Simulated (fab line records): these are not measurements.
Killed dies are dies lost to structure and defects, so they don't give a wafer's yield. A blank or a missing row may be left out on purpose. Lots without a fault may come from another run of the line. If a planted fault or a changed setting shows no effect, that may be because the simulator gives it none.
8D (eight disciplines) problem report, filled in by code ; flow n5-finfet ; the parts of the form that need people (team, actions taken, sign-off) are left out

1. PROBLEM STATEMENT
At N5_FIN_SAQP_INSPECT_18, raw-defect-count averages 1139 over 6 wafers from 2 lots, while fault-free wafers read 429, standard deviation 120. That puts it +5.9 standard deviations away from the usual mean.
The step: inspects for defects (brightfield).
The first sign was on wafer L976.2 at day 3 03:21, on defect-inspect-01. At this step, 24 wafers from 8 lots have a number in the record. By rule, "out" or "out of limits" means more than 4 standard deviations away from the usual mean. All remaining wafers that have a number are taken as sound.

2. WHAT THIS IS AND IS NOT
question;is;is not
which readings at this step;raw-defect-count;-
which lots;L976, L979;L971, L973, L974, L986, L989, L994
which wafers of those lots;all that have a number;-
read on which gauges;defect-inspect-01, defect-inspect-02;-
when;from day 3 03:21;"up to then (9 sound wafers); but 9 sound wafers of L986, L989, L994 came after"

3. SUSPECTS, AND WHAT RULES EACH OUT
Counting: a tool stays on the suspect list if, at a process step up to the reading, it processed all lots that are out and no sound lot following the first of them.
- ruled out: the gauge at N5_FIN_SAQP_INSPECT_18. Those wafers that are out were read across 2 gauges (defect-inspect-01, defect-inspect-02).
- pecvd-01 at N5_FIN_SAQP_HM_DEP_03 (deposits SiNx from SiH4/NH3/N2, target thk 38 nm, time 33.6 s): kept. All lots that are out passed through it, beginning with L976 at day 3 02:34, and no sound lot followed; its final sound lot before that point was L973 at day 2 10:17.
The count leaves pecvd-01 at N5_FIN_SAQP_HM_DEP_03.

4. THE CAUSE (what the simulator had put in)
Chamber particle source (pecvd-01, N5_FIN_SAQP_HM_DEP_03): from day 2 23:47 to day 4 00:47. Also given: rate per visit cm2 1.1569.
After counting, this tool was the only one left.

5. THE EFFECT CHAIN, in route order
Each row: a reading where the mean over the struck wafers with a number is more than 3 standard deviations away from the usual. Only readings whose record carries a usual standard deviation are examined. hours: median over the lots of the time between each lot's start at the first step of this table that gives one and its start at this step. sigmas: the change, counted in usual standard deviations.
hours;step;reading;usual;on struck wafers;change;sigmas
0;N5_FIN_SAQP_INSPECT_18;raw-defect-count;429;1139;+710;+5.9
6;N5_FIN_SAQP_INSPECT_40;raw-defect-count;227;946;+718;+10
6;N5_FIN_CUT_INSPECT_10;raw-defect-count;42;789;+747;+68
7;N5_FIN_CUT_INSPECT_17;raw-defect-count;229;939;+710;+10
262;N5_PASSIVATION_PROBE_49;defect-limited-yield;91.2 %;85.2;-6.0;-4.0
262;N5_PASSIVATION_PROBE_49;killed-at-front-end;38;114;+76;+6.3
262;N5_PASSIVATION_PROBE_49;killed-dies;104;174;+70;+3.9
262;N5_PASSIVATION_PROBE_49;killed-on-rim;14;30;+16;+4.2
262;N5_PASSIVATION_PROBE_49;sort_bin_5_function;5.2 %;8.6;+3.4;+3.6
262;N5_PASSIVATION_PROBE_49;sort-n-pass;1076;1006;-70;-3.9
262;N5_PASSIVATION_PROBE_49;sort-yield-pct;91.2 %;85.2;-6.0;-4.0
It contains these process steps:
- N5_PASSIVATION_PROBE_49
At these later measuring or inspecting steps, every struck wafer for which the step has a row has a number for every such reading, and none has moved that far: N5_BEOL_M4_RC_MEAS_101.

6. WHAT WOULD HAVE CAUGHT IT SOONER
Counted from the fault's start at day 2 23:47, it took 4 hours until the first out-of-limits reading at a measuring or inspecting step in this record, taken at day 3 03:21.
An alarm limit of 4 standard deviations would not have fired on the tool readings at N5_FIN_SAQP_HM_DEP_03 for which the record gives a usual standard deviation, since none of them was out on any struck wafer.
Among the 2 lots that are out, L979 began N5_FIN_SAQP_HM_DEP_03 on pecvd-01 after day 3 03:21. Putting the tool on hold at that point would have spared it.
